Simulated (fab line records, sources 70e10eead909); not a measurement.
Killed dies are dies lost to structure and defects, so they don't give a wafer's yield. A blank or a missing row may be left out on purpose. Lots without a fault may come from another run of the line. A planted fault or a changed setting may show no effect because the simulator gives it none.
fab line records | flow nand_harc
record lots=6 wafers=16 last_day=33
route steps=1302 shown P_ZERO_WELL@23 P_STI@69 END@1302
lots that met no fault: from a run of the same line without faults
start_h: hours from the record's first day to the start of the lot's first wafer shown | wait_h: hours since the lot's step before | " the same as in the row above | L1.1+2: a row that stands for several wafers | - no value, or no start given | * or withheld: withheld | < > ~ a bound
route shown NAME@n: a module of which the file shows steps, and the number in the route of the first | usual: mean/standard deviation of fault-free wafers | same: alike in all rows | chamber/n: place in a boat | sites: the reading at each site | _std_site: their standard deviation | _edge_site: outer sites' mean less inner sites' | radius_mm: how far each site lies from the wafer's centre | mask NAME#n: copy n | behind: the tool/chamber that last shaped the wafer | hold: why the lot was held/for how many hours/how that ended | device: the transistor (n, p or np) that didn't switch | end of line: the same wafers' tests at the end of the route | a step without rows: its recipe alone | killed: dies lost to structure and defects at the first sort, not the wafer's yield | map: a wafer's dies, x killed, . not, _ none there
set.NAME: the setting as run; set.NAME@STEP: as run at that earlier step | model.NAME: the simulator's own value behind a step, which no gauge read
lots at some steps of the route; a table a step, a row a wafer
services: from which hour (start_h, from the record's first day; less than 0 if before it) a tool's chamber was out of use, for how many hours, and why
## steps
# step NHARC_P_ZERO_WELL_COAT_18
# recipe spin_rpm=withheld
# step NHARC_P_ZERO_WELL_SOFTBAKE_19
# recipe temp_c=122 time_s=95
# step NHARC_P_ZERO_WELL_EBR_20
# step NHARC_P_ZERO_WELL_EXPOSE_21
# recipe na=0.6 target_cd_nm=720 dose_mj=22.31 mask_id=P_NWELL
# step NHARC_P_ZERO_WELL_PEB_22
# recipe peb_temp_c=118 peb_time_s=85
# step NHARC_P_ZERO_WELL_DEVELOP_23
# recipe time_s=70
# step NHARC_P_ZERO_WELL_CD_MEAS_24
# recipe target_cd_nm=720 landing_energy_ev=500
# usual cd_nm=719.5/2.6
# columns lot.wafer tool chamber start_h wait_h cd_nm
L742.1 cd_sem-01 0 92.58 - 720.1
L743.1 cd_sem-03 0 102.45 - 720.9
L743.2 " 0 " " 723.4
L743.4 " 0 " " 718.3
L750.1 cd_sem-01 0 172.74 - 722.9
L750.5 " 0 " " 720.5
L750.6 " 0 " " 719.2
L755.1 cd_sem-01 0 222.95 - 719.4
L755.3 " 0 " " 718.3
L755.6 " 0 " " 718.4
L757.1 cd_sem-03 0 242.46 - 714.9
L757.2 " 0 " " 718.1
L757.4 " 0 " " 713.5
L758.4 cd_sem-01 0 252.60 - 720.2
L758.5 " 0 " " 717.9
L758.6 " 0 " " 717.2
# step NHARC_P_ZERO_WELL_HARDBAKE_25
# recipe temp_c=125 time_s=80
# step NHARC_P_ZERO_WELL_DESCUM_26
# recipe time_s=3 o2_flow_sccm=200 ar_flow_sccm=0 bias_power_w=0 chemistry=O2
# usual drypump_motor_current_A=5.6/0.47 oes_product_au=0.998/0.013 rf_vpp_V=57.6/0.91 showerhead_plenum_p_Torr=1.88/0.089 throttle_valve_pct=11.312/0.0087
# columns lot.wafer tool chamber start_h wait_h drypump_motor_current_A oes_product_au rf_hours_counter_h rf_vpp_V showerhead_plenum_p_Torr throttle_valve_pct
L742.1 rie_diel-09 2 92.77 - 5.1 0.988 41 58.7 1.80 11.318
L743.4 rie_diel-09 2 102.69 - 5.0 1.001 43 58.3 1.80 11.295
L743.1 " 3 " " 5.2 0.983 33 56.3 1.91 11.314
L743.2 " 0 " " 5.7 0.997 37 57.8 1.77 11.307
L750.1 rie_diel-09 3 173.12 - 5.2 1.000 8 56.9 1.90 11.305
L750.5 " 2 " " 5.1 0.993 - 58.8 1.79 11.313
L750.6 " 3 " " 5.2 1.002 - 59.2 1.90 11.312
L755.1 rie_diel-06 3 223.12 - 4.8 0.983 33 55.8 1.81 11.300
L755.3 " 1 " " 5.4 1.002 35 56.5 1.77 11.321
L755.6 " 3 " " 4.8 0.981 - 57.9 1.81 11.316
L757.1 rie_diel-06 2 242.62 - 5.6 1.015 41 59.3 1.87 11.309
L757.2 " 0 " " 6.0 1.013 40 58.7 1.86 11.321
L757.4 " 1 " " 5.4 1.014 42 56.3 1.77 11.295
L758.4 rie_diel-09 0 252.75 - 5.7 1.004 33 59.4 2.06 11.309
L758.6 " 0 " " 5.7 0.999 - 57.5 2.07 11.309
L758.5 " 1 " " 6.1 1.007 - 58.5 1.91 11.314
# step NHARC_P_ZERO_WELL_IMPLANT_27
# recipe energy_kev=600 dose_cm2=1e+13 tilt_deg=7
# step NHARC_P_ZERO_WELL_IMPLANT_57
# recipe energy_kev=250 dose_cm2=4e+12 tilt_deg=7
# step NHARC_P_ZERO_WELL_IMPLANT_58
# recipe energy_kev=100 dose_cm2=2e+12 tilt_deg=7
# step NHARC_P_ZERO_WELL_STRIP_28
# recipe time_s=840 temp_c=130 chemistry=SPM
# usual bath_guard_temp_C=129.9/0.41 bath_heat_duty_pct=14.7/1.7
# columns lot.wafer tool chamber start_h wait_h bath_guard_temp_C bath_heat_duty_pct
L742.1 wet_bench-06 3 93.50 0.2 130.0 14.7
L743.4 wet_bench-06 7 103.41 0.1 130.2 14.7
L743.1 " 2 " " 129.6 15.9
L743.2 " 3 " " 129.3 13.6
L750.1 wet_bench-01 6 173.83 0.2 129.6 12.5
L750.5 " 0 " " 129.7 14.8
L750.6 " 2 " " 129.7 14.7
L755.6 wet_bench-06 5 223.83 0.0 129.8 12.9
L755.1 " 7 " " 130.3 14.3
L755.3 " 2 " " 129.3 16.6
L757.4 wet_bench-01 7 243.36 0.1 129.8 12.3
L757.2 " 0 " " 129.5 15.3
L757.1 " 1 " " 129.7 12.9
L758.4 wet_bench-01 5 253.47 0.1 129.6 17.5
L758.5 " 6 " " 129.6 12.6
L758.6 " 2 " " 129.9 14.8
# step NHARC_P_ZERO_WELL_DEHYDRATE_29
# recipe temp_c=150 time_s=120
# step NHARC_P_ZERO_WELL_HMDS_30
# recipe time_s=30
# step NHARC_P_ZERO_WELL_COAT_31
# recipe spin_rpm=withheld
# step NHARC_P_ZERO_WELL_SOFTBAKE_32
# recipe temp_c=122 time_s=95
# step NHARC_P_ZERO_WELL_EBR_33
# step NHARC_P_ZERO_WELL_EXPOSE_34
# recipe na=0.6 target_cd_nm=720 dose_mj=22.31 mask_id=P_PWELL
# step NHARC_P_ZERO_WELL_PEB_35
# recipe peb_temp_c=118 peb_time_s=85
# step NHARC_P_ZERO_WELL_DEVELOP_36
# recipe time_s=70
# step NHARC_P_ZERO_WELL_CD_MEAS_37
# recipe target_cd_nm=720 landing_energy_ev=500
# usual cd_nm=719.6/2.2
# columns lot.wafer tool chamber start_h wait_h cd_nm
L742.1 cd_sem-01 0 98.16 - 718.5
L743.1 cd_sem-02 0 104.03 - 722.1
L743.2 " 0 " " 722.3
L743.4 " 0 " " 718.3
L750.1 cd_sem-02 0 174.46 - 719.9
L750.5 " 0 " " 721.3
L750.6 " 0 " " 717.3
L755.1 cd_sem-02 0 224.46 - 724.1
L755.3 " 0 " " 720.6
L755.6 " 0 " " 718.8
L757.1 cd_sem-03 0 244.09 - 720.3
L757.2 " 0 " " 720.8
L757.4 " 0 " " 715.0
L758.4 cd_sem-02 0 254.23 - 720.6
L758.5 " 0 " " 720.0
L758.6 " 0 " " 714.7
# step NHARC_P_ZERO_WELL_HARDBAKE_38
# recipe temp_c=125 time_s=80
# step NHARC_P_ZERO_WELL_DESCUM_39
# recipe time_s=3 o2_flow_sccm=200 ar_flow_sccm=0 bias_power_w=0 chemistry=O2
# usual drypump_motor_current_A=5.6/0.42 oes_product_au=0.999/0.013 rf_vpp_V=57.6/0.91 showerhead_plenum_p_Torr=1.89/0.095 throttle_valve_pct=11.312/0.0097
# columns lot.wafer tool chamber start_h wait_h drypump_motor_current_A oes_product_au rf_hours_counter_h rf_vpp_V showerhead_plenum_p_Torr throttle_valve_pct
L742.1 rie_diel-13 2 98.36 - 5.4 1.005 34 57.6 2.02 11.305
L743.4 rie_diel-06 2 104.20 - 5.6 0.992 50 57.2 1.89 11.318
L743.2 " 3 " " 4.8 0.974 49 56.7 1.82 11.313
L743.1 " 0 " " 6.0 0.980 45 57.6 1.88 11.314
L750.1 rie_diel-06 1 174.65 - 5.4 1.017 19 56.9 1.78 11.310
L750.5 " 0 " " 6.0 1.011 - 56.9 1.87 11.323
L750.6 " 1 " " 5.4 1.009 - 56.2 1.78 11.332
L755.3 rie_diel-13 0 224.90 - 6.0 0.999 16 57.7 2.00 11.297
L755.1 " 3 " " 5.9 0.992 16 55.9 1.77 11.305
L755.6 " 0 " " 5.9 1.001 - 58.5 2.00 11.313
L757.1 rie_diel-09 3 244.27 - 5.2 1.003 32 57.1 1.90 11.311
L757.4 " 0 " " 5.7 1.007 32 59.0 2.07 11.327
L757.2 " 1 " " 6.1 1.005 33 58.0 1.91 11.308
L758.4 rie_diel-09 1 254.41 - 6.1 1.001 35 57.6 1.91 11.311
L758.5 " 3 " " 5.2 1.006 - 56.3 1.90 11.308
L758.6 " 0 " " 5.7 0.998 - 58.7 2.07 11.313
# step NHARC_P_ZERO_WELL_IMPLANT_40
# recipe energy_kev=300 dose_cm2=1e+13 tilt_deg=7
# step NHARC_P_ZERO_WELL_IMPLANT_59
# recipe energy_kev=120 dose_cm2=5e+12 tilt_deg=7
# step NHARC_P_ZERO_WELL_IMPLANT_60
# recipe energy_kev=30 dose_cm2=2e+12 tilt_deg=7
# step NHARC_P_ZERO_WELL_STRIP_41
# recipe time_s=840 temp_c=130 chemistry=SPM
# step NHARC_P_ZERO_WELL_DEHYDRATE_44
# recipe temp_c=150 time_s=120
# step NHARC_P_ZERO_WELL_HMDS_45
# recipe time_s=30
# step NHARC_P_ZERO_WELL_COAT_46
# recipe spin_rpm=withheld
# step NHARC_P_ZERO_WELL_SOFTBAKE_47
# recipe temp_c=122 time_s=95
# step NHARC_P_ZERO_WELL_EBR_48
# step NHARC_P_ZERO_WELL_EXPOSE_49
# recipe na=0.6 target_cd_nm=2000 dose_mj=22.64 mask_id=P_HVPW
# step NHARC_P_ZERO_WELL_PEB_50
# recipe peb_temp_c=118 peb_time_s=85
# step NHARC_P_ZERO_WELL_DEVELOP_51
# recipe time_s=70
# step NHARC_P_ZERO_WELL_CD_MEAS_52
# recipe target_cd_nm=2000 landing_energy_ev=500
# usual cd_nm=1999.7/2.3
# columns lot.wafer tool chamber start_h wait_h cd_nm
L742.1 cd_sem-03 0 99.79 - 1999.1
L743.1 cd_sem-03 0 105.54 - 2000.6
L743.2 " 0 " " 1994.4
L743.4 " 0 " " 1996.7
L750.1 cd_sem-01 0 175.99 - 2004.6
L750.5 " 0 " " 2003.4
L750.6 " 0 " " 1999.5
L755.1 cd_sem-02 0 226.41 - 1996.7
L755.3 " 0 " " 1995.7
L755.6 " 0 " " 1997.3
L757.1 cd_sem-02 0 245.74 - 2002.3
L757.2 " 0 " " 1998.0
L757.4 " 0 " " 2000.5
L758.4 cd_sem-02 0 255.92 - 1998.6
L758.5 " 0 " " 2001.8
L758.6 " 0 " " 1999.4
# step NHARC_P_ZERO_WELL_HARDBAKE_53
# recipe temp_c=125 time_s=80
# step NHARC_P_ZERO_WELL_DESCUM_54
# recipe time_s=3 o2_flow_sccm=200 ar_flow_sccm=0 bias_power_w=0 chemistry=O2
# usual drypump_motor_current_A=5.5/0.41 oes_product_au=0.998/0.014 rf_vpp_V=57.6/0.84 showerhead_plenum_p_Torr=1.87/0.086 throttle_valve_pct=11.311/0.009
# columns lot.wafer tool chamber start_h wait_h drypump_motor_current_A oes_product_au rf_hours_counter_h rf_vpp_V showerhead_plenum_p_Torr throttle_valve_pct
L742.1 rie_diel-09 0 99.95 - 5.7 1.003 37 55.6 1.77 11.295
L743.1 rie_diel-06 0 105.70 - 6.0 0.991 45 58.5 1.88 11.325
L743.2 " 1 " " 5.4 1.018 50 58.0 1.78 11.307
L743.4 " 3 " " 4.7 0.979 49 56.2 1.82 11.304
L750.1 rie_diel-06 3 176.17 - 4.8 0.978 20 57.1 1.81 11.306
L750.6 " 1 " " 5.4 1.004 - 56.9 1.78 11.303
L750.5 " 2 " " 5.6 1.005 - 57.5 1.88 11.325
L755.1 rie_diel-06 1 226.60 - 5.4 1.013 39 58.3 1.77 11.302
L755.3 " 2 " " 5.6 0.997 37 56.7 1.87 11.302
L755.6 " 0 " " 6.0 1.026 - 58.1 1.87 11.304
L757.4 rie_diel-06 1 245.90 - 5.4 1.002 43 58.0 1.77 11.316
L757.2 " 2 " " 5.5 1.011 42 57.5 1.87 11.301
L757.1 " 0 " " 5.9 1.006 41 58.9 1.86 11.328
L758.4 rie_diel-09 3 256.07 - 5.2 1.013 34 58.8 1.90 11.315
L758.6 " 3 " " 5.2 0.997 - 57.7 1.90 11.324
L758.5 " 0 " " 5.7 1.007 - 58.5 2.07 11.313
# step NHARC_P_ZERO_WELL_IMPLANT_55
# recipe energy_kev=180 dose_cm2=8e+11 tilt_deg=7
# step NHARC_P_ZERO_WELL_IMPLANT_61
# recipe energy_kev=30 dose_cm2=5e+11 tilt_deg=7
# step NHARC_P_ZERO_WELL_STRIP_56
# recipe time_s=840 temp_c=130 chemistry=SPM
# step NHARC_P_ZERO_WELL_INSPECT_43
# usual raw_defect_count=13/6.1
# columns lot.wafer tool chamber start_h wait_h hold raw_defect_count
L742.1 defect_inspect-02 - 101.60 0.6 await_dispo/0.2h/release 574
L742.1 defect_inspect-02 - 101.77 0.2 - 570
L743.1 defect_inspect-01 - 107.36 0.6 await_dispo/0.2h/release 10
L743.2 " - " " await_dispo/0.2h/release 568
L743.4 " - " " await_dispo/0.2h/release 7
L743.1 defect_inspect-01 - 107.53 0.2 - 9
L743.2 " - " " - 564
L743.4 " - " " - 7
L750.1 defect_inspect-02 - 177.81 0.6 - 16
L750.5 " - " " - 6
L750.6 " - " " - 8
L755.1 defect_inspect-01 - 228.23 0.6 - 12
L755.3 " - " " - 8
L755.6 " - " " - 15
L757.1 defect_inspect-02 - 247.54 0.6 - 10
L757.2 " - " " - 12
L757.4 " - " " - 9
L758.4 defect_inspect-02 - 257.72 0.2 - 15
L758.5 " - " " - 18
L758.6 " - " " - 31
# step NHARC_P_STI_ETCH_26
# recipe target_depth_a=110 chemistry=dHF material=SiO2
# columns lot.wafer tool chamber start_h wait_h hold
L742.1 wet_bench-04 7 103.34 1.6 await_dispo/1.5h/release
L743.4+2+1 wet_bench-07 2,3,7 110.06 2.5 await_dispo/2.5h/release
L750.6+5+1 wet_bench-04 1,4,5 177.87 0.1 -
L755.6+1+3 wet_bench-07 4,6,1 228.29 0.0 -
L757.4+2+1 wet_bench-04 0,1,4 247.60 0.0 -
L758.4+5+6 wet_bench-04 6,7,0 257.80 0.1 -
# step NHARC_P_STI_INSPECT_11
# usual raw_defect_count=5.3/2.6
# columns lot.wafer tool chamber start_h wait_h hold raw_defect_count
L742.1 defect_inspect-02 - 116.27 0.0 await_dispo/0.2h/release 561
L742.1 defect_inspect-02 - 116.45 0.2 - 543
L743.1 defect_inspect-02 - 124.21 0.0 await_dispo/0.2h/release 4
L743.2 " - " " await_dispo/0.2h/release 554
L743.4 " - " " await_dispo/0.2h/release 9
L743.1 defect_inspect-02 - 124.38 0.2 - 4
L743.2 " - " " - 545
L743.4 " - " " - 3
L750.1 defect_inspect-02 - 192.74 0.0 - 2
L750.5 " - " " - 4
L750.6 " - " " - 3
L755.1 defect_inspect-01 - 244.20 0.0 - 5
L755.3 " - " " - 12
L755.6 " - " " - 3
L757.1 defect_inspect-02 - 264.02 0.0 - 12
L757.2 " - " " - 5
L757.4 " - " " - 8
L758.4 defect_inspect-01 - 273.82 0.0 - 2
L758.5 " - " " - 5
L758.6 " - " " - 3
# step NHARC_END_SORT_01
# recipe temp_c=25
# usual killed_at_array=45/18 killed_at_other=0.9/1.3 killed_at_periphery=3.7/2.2 killed_dies=50/18 killed_open=3.2/1.9 killed_short=2.4/1.6
# same gross_dies=677
# columns lot.wafer tool chamber start_h wait_h killed_at_array killed_at_other killed_at_periphery killed_dies killed_open killed_short
L742.1 prober-01 0 629.20 2.5 72 0 85 157 3 1
L743.2 prober-02 0 640.57 2.8 52 0 81 133 5 4
L750.1 prober-01 0 700.53 2.6 71 1 3 75 5 4
L750.5 prober-01 0 703.75 3.7 78 2 3 83 4 4
L750.6 prober-01 0 704.55 4.0 49 0 5 54 3 0
# killed by level:class
L742.1 P_ZERO_WELL:unspecified=83 A_CHANNEL_HOLE_D2:chamber_film_flake=30 A_CHANNEL_HOLE_D1:chamber_film_flake=18 A_SLIT:chamber_film_flake=18 A_CHANNEL_FILL_D2:chamber_film_flake=2 P_GATE:geometric_particle:short=1 P_CONTACT:geometric_particle:open=1 A_WL_FILL:geometric_particle:open=1
L743.2 P_ZERO_WELL:unspecified=78 A_CHANNEL_HOLE_D1:chamber_film_flake=29 A_CHANNEL_HOLE_D2:chamber_film_flake=13 A_WL_FILL:geometric_particle:open=2 A_WL_FILL:geometric_particle:short=2 P_GATE:geometric_particle:open=1 A_DECK1_JOINT:geometric_particle:short=1 A_ONON_D2:geometric_particle:short=1
L750.1 A_CHANNEL_HOLE_D1:chamber_film_flake=34 A_CHANNEL_HOLE_D2:chamber_film_flake=12 A_CONTACT:chamber_film_flake=8 A_STAIRCASE:chamber_film_flake=4 A_SGD_CUT:chamber_film_flake=3 A_WL_FILL:geometric_particle:short=2 P_CONTACT:geometric_particle:open=1 P_CONTACT:geometric_particle:short=1
L750.5 A_CHANNEL_HOLE_D1:chamber_film_flake=33 A_CHANNEL_HOLE_D2:chamber_film_flake=19 A_STAIRCASE:chamber_film_flake=5 A_CONTACT:chamber_film_flake=5 A_SLIT:chamber_film_flake=3 A_ONON_D2:geometric_particle:open=2 A_CHANNEL_HOLE_D2:geometric_particle:short=2 P_STI:chamber_film_flake=2
L750.6 A_CHANNEL_HOLE_D1:chamber_film_flake=16 A_CHANNEL_HOLE_D2:chamber_film_flake=11 A_STAIRCASE:chamber_film_flake=8 A_CONTACT:chamber_film_flake=5 P_BONDPAD:chamber_film_flake=3 A_DECK1_JOINT:chamber_film_flake=3 A_SGD_CUT:chamber_film_flake=2 P_GATE:geometric_particle:open=1
# map L742.1 (x killed, . not)
____________x____________
_________....xxx_________
_______......xxxxx_______
______.....xxxxx...______
_____...........xxx._____
____............x....____
____............x....____
___.........x.........___
___...................___
__......x..............__
__.x...x...............__
_..x.....x.............._
_...xxx................._
_.xx.xx.xxxx............_
_x.xxx.xxxx.x..........._
_..xxxxxxxxxx..........._
.x.xxxxxxxxxx............
..xxxxxxxxxxxx...........
..xxxxxxxxxxxx...........
...xxxxxxxxxxxx..........
.xxxxxxxxxxxx............
_.x.x.xxxxxxxxx........._
_..xxxxxxxxx.x.........x_
_.......xxxx.x.........._
_....x.xxxxx.x.........._
_.......xxxx............_
__........x............__
__..........x..........__
___...........x.......___
___...................___
____.................____
____.................____
_____.............x._____
______.............______
_______..........x_______
_________......._________
____________.____________
# map L743.2 (x killed, . not)
____________.____________
_________......._________
_______..........._______
______.............______
_____..............._____
____.................____
____....x...x.x......____
___....x..............___
___......xxx..........___
__.........x...........__
__.....x.x.............__
_..x.xx...xxx..........._
_......x................_
_.x..xxx.xxx............_
_xxxxxxxxxxx.x.........._
_.xxxxxxxxxx............_
..xxxxxxxxxxxx.x.........
.x.xxxxxxxxxx............
..x.xxxxxxxxx............
...xx.xxxxxxxx.......x...
...x.xxxxxxxxx......x....
_...xxxxxxxxx..........._
_.....xxxxxx............_
_x....xxxxxxx........x.._
_.......xxx............._
_.........x............._
__.....................__
__....................x__
___.....x....x........___
___...................___
____.................____
____.................____
_____..............._____
______.............______
_______..........._______
_________......._________
____________.____________
## services
# columns tool chamber start_h hours kind
rie_diel-09 0 83.49 9.6 repair
rie_diel-06 0 85.87 - clean
rie_diel-06 1 85.87 - clean
rie_diel-06 2 85.87 - clean
rie_diel-06 3 85.87 - clean
rie_diel-13 3 98.55 7.5 repair
wet_bench-01 - 101.60 8.0 pm
rie_diel-06 0 110.37 - clean
rie_diel-06 1 110.37 - clean
rie_diel-06 2 110.37 - clean
rie_diel-06 3 110.37 - clean
rie_diel-06 0 115.46 3.3 repair
rie_diel-09 - 124.89 0.8 repair
rie_diel-06 - 130.20 9.0 pm
rie_diel-06 0 130.20 9.0 vent_cycle
rie_diel-06 1 130.20 9.0 vent_cycle
rie_diel-09 - 143.41 9.0 pm
wet_bench-07 - 160.00 8.0 pm
rie_diel-13 - 165.07 9.0 pm
wet_bench-06 - 167.57 18.1 repair
wet_bench-06 - 193.60 8.0 pm
rie_diel-13 1 215.77 10.2 repair
wet_bench-04 - 227.20 8.0 pm
rie_diel-06 3 257.68 4.5 repair
## key
first_sign step=NHARC_P_ZERO_WELL_INSPECT_43 reading=raw_defect_count direction=up sigmas=91 usual=13 struck=571
effect step=NHARC_P_ZERO_WELL_INSPECT_43 reading=hold direction=added
effect step=NHARC_P_STI_INSPECT_11 reading=raw_defect_count direction=up sigmas=99+ usual=5.3 struck=557.5
effect step=NHARC_END_SORT_01 reading=killed_at_periphery direction=up sigmas=36 usual=3.7 struck=83
more_kills_born_at NHARC_P_ZERO_WELL_STRIP_28@wet_bench-06=161
met_at NHARC_P_ZERO_WELL_STRIP_28
struck_wafers L742.1,L743.2
tester_left_out L742,L743
fault kind=chamber_particle_source tool=wet_bench-06 chamber=3 onset_h=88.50 steps=NHARC_P_ZERO_WELL_STRIP_28 rate_per_visit_cm2=0.79808 end_h=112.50
# tester_left_out: of these lots the tester's yield and bins aren't shown, on N5 and GAA mostly nor the transistor test; their killed dies are dies lost to structure and defects alone, not to doping, threshold or leakage, so they don't give the yield
